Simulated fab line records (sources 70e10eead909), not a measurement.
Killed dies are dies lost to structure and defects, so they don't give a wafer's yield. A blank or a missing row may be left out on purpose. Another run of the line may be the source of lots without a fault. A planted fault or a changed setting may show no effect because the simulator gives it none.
Which of the tools did it?	flow nandHarc	13 lots, 38 wafers sampled, at 5 steps of a route of 1159

== WHAT EACH GAUGE READ, for each wafer ==
NHARC_A_CONTACT_INSPECT_23.
lot	measured	on	rawDefectCount
L186	day 17 12:05	defectInspect-02	275 351 321
L187	day 17 14:58	defectInspect-01	361 305 424
L191	day 17 21:16	defectInspect-02	243 317 243
L193	day 19 04:13	defectInspect-01	321 373 324
L195	day 19 17:55	defectInspect-02	392 402
L197	day 20 05:31	defectInspect-01	389 429 427
L199	day 20 10:35	defectInspect-02	371 399 340
L198	day 21 02:31	defectInspect-02	329 380 435
L205	day 21 15:22	defectInspect-01	528 270 322
L204	day 21 16:32	defectInspect-01	617 350 427
L207	day 23 08:56	defectInspect-01	353 523 468
L208	day 23 09:41	defectInspect-01	434 395 630
L209	day 23 10:25	defectInspect-02	338 430 480

NHARC_END_SORT_01.
lot	measured	on	killedAtArray	killedAtOther	killedAtPeriphery	killedDies	killedOpen	killedShort
L195	day 21 13:43	prober-01	647 641	0 0	0 3	647 644	2 4	0 2
L197	day 22 05:23	prober-01	647 622 48	0 0 0	1 0 3	648 622 51	3 1 2	1 0 3

== EACH LOT AND THE TOOL THAT RAN IT (in order: tool; ch and the chambers of the sampled wafers; start) ==
lot	NHARC_A_CONTACT_ETCH_137	NHARC_A_CONTACT_ETCH_110	NHARC_A_CONTACT_ALD_18
L186	harCapEtch-01 ch 0,1, day 17 01:59	rieDiel-02 ch 1,3, day 17 03:08	aldMetal-03 ch 0,2, day 17 03:46
L187	harCapEtch-03 ch 0,1, day 17 11:32	rieDiel-08 ch 1,2,3, day 17 12:49	aldMetal-04 ch 0,1,2, day 17 13:28
L191	harCapEtch-02 ch 0, day 17 16:43	rieDiel-02 ch 1,3, day 17 17:56	aldMetal-03 ch 0,1, day 17 18:39
L193	harCapEtch-02 ch 0,1, day 18 21:39	rieDiel-02 ch 0,1,2, day 18 22:49	aldMetal-02 ch 0,1,2, day 18 23:28
L195	harCapEtch-03 ch 0,1, day 19 09:20	rieDiel-02 ch 1,3, day 19 10:43	aldMetal-04 ch 0,2, day 19 11:22
L197	harCapEtch-02 ch 0,1, day 19 22:09	rieDiel-02 ch 0,2,3, day 19 23:17	aldMetal-04 ch 0,2, day 19 23:57
L199	harCapEtch-01 ch 0,1, day 20 03:57	rieDiel-08 ch 0,2,3, day 20 05:07	aldMetal-03 ch 0,3, day 20 05:46
L198	harCapEtch-03 ch 0,1, day 20 19:45	rieDiel-08 ch 0,1,2, day 20 21:14	aldMetal-03 ch 0,1,3, day 20 21:59
L205	harCapEtch-01 ch 0,1, day 21 10:17	rieDiel-08 ch 1,2, day 21 11:31	aldMetal-03 ch 0,3, day 21 12:12
L204	harCapEtch-03 ch 1, day 21 11:04	rieDiel-04 ch 1,3, day 21 12:13	aldMetal-04 ch 0,3, day 21 12:55
L207	harCapEtch-01 ch 0,1, day 22 19:26	rieDiel-08 ch 0,2, day 22 21:59	aldMetal-02 ch 0,2,3, day 22 22:42
L208	harCapEtch-03 ch 0,1, day 22 23:22	rieDiel-04 ch 1,3, day 23 01:04	aldMetal-03 ch 0,1,2, day 23 01:55
L209	harCapEtch-02 ch 0,1, day 23 04:00	rieDiel-02 ch 1,2, day 23 05:21	aldMetal-02 ch 0,2,3, day 23 06:05
- NHARC_A_CONTACT_ETCH_137: etches the open film in C4F8/O2/Ar, time 132 s, target depth 1287 nm.
- NHARC_A_CONTACT_ETCH_110: etches the open film in CF4/O2, target depth 50 nm, overetch 5 nm, time 27.5 s.
- NHARC_A_CONTACT_ALD_18: deposits TiN, target thk 3 nm, pulse time 1 s, ald cycles 150.

== AS READ BY THE TOOLS THEMSELVES (means over the sampled wafers that have a number; for cases with no such wafer, the mark the record gives instead) ==
NHARC_A_CONTACT_ETCH_110.
lot	tool	cf4FlowSccm (sccm)	drypumpMotorCurrentA (A)	oesProductAu (a.u.)	rfFwdPowerW (W)	rfVppV (V)	showerheadPlenumPTorr (Torr)	throttleValvePct (%)
L186	rieDiel-02	79.80	5.4	0.998	293.4	199.1	1.38	13.402
L187	rieDiel-08	80.07	5.8	1.004	293.8	198.4	1.39	13.396
L191	rieDiel-02	79.93	5.4	1.003	293.5	198.7	1.38	13.396
L193	rieDiel-02	80.06	5.7	0.998	295.0	196.9	1.34	13.387
L195	rieDiel-02	79.93	5.3	0.923	294.7	198.2	1.38	13.400
L197	rieDiel-02	80.06	5.5	0.954	294.7	197.2	1.33	13.400
L199	rieDiel-08	79.86	5.6	1.010	293.5	197.7	1.35	13.391
L198	rieDiel-08	79.91	5.5	1.004	294.1	198.7	1.36	13.401
L205	rieDiel-08	80.06	5.6	0.996	293.5	199.4	1.39	13.400
L204	rieDiel-04	80.08	5.7	1.005	295.4	197.8	1.33	13.398
L207	rieDiel-08	79.91	5.4	1.004	294.2	198.3	1.36	13.401
L208	rieDiel-04	79.93	5.7	0.993	295.4	199.5	1.34	13.398
L209	rieDiel-02	80.21	5.7	0.999	293.8	199.1	1.36	13.394

NHARC_A_CONTACT_ALD_18.
lot	tool	heaterPowerW (W)	precursorPulseHeightRel
L186	aldMetal-03	949	0.986
L187	aldMetal-04	1006	0.999
L191	aldMetal-03	1118	1.016
L193	aldMetal-02	1024	1.011
L195	aldMetal-04	962	0.995
L197	aldMetal-04	940	0.992
L199	aldMetal-03	1049	0.998
L198	aldMetal-03	1077	0.993
L205	aldMetal-03	1039	0.996
L204	aldMetal-04	991	1.010
L207	aldMetal-02	1063	1.002
L208	aldMetal-03	996	1.015
L209	aldMetal-02	1064	0.995

== THE ANSWER, worked out from the rows above alone ==
Rule: usual is defined by the lots themselves. The widest of any qualifying gaps counts: lots, ordered by their means at a reading, are off when they make up no more than a third of the lots, leave a main group of 4 or more, and stand apart from it by 3 or more times the standard deviation of that group's means. Not used: any main group whose means are identical at the precision the tables above print for the reading. A lot without any number at a reading at which 4 lots or more have one is off too. All remaining lots with rows at the step are treated as sound. Order of review: gauges by route order, followed by the tools' own readings, for which a lot's mean as printed above is used. At the first step where some lot is off, the reading lying furthest off is the one used; lots without a number count as furthest.
Off at NHARC_A_CONTACT_ETCH_110 (oesProductAu): L195, L197. Main group: mean 1.001 a.u., sd 0.0047.
A tool fits if, at that step or a process step before it, it ran every lot that is off, and no sound lot after the first of them. Not one of the candidates tried fits.

== WHAT WAS PUT IN BY THE SIMULATOR ==
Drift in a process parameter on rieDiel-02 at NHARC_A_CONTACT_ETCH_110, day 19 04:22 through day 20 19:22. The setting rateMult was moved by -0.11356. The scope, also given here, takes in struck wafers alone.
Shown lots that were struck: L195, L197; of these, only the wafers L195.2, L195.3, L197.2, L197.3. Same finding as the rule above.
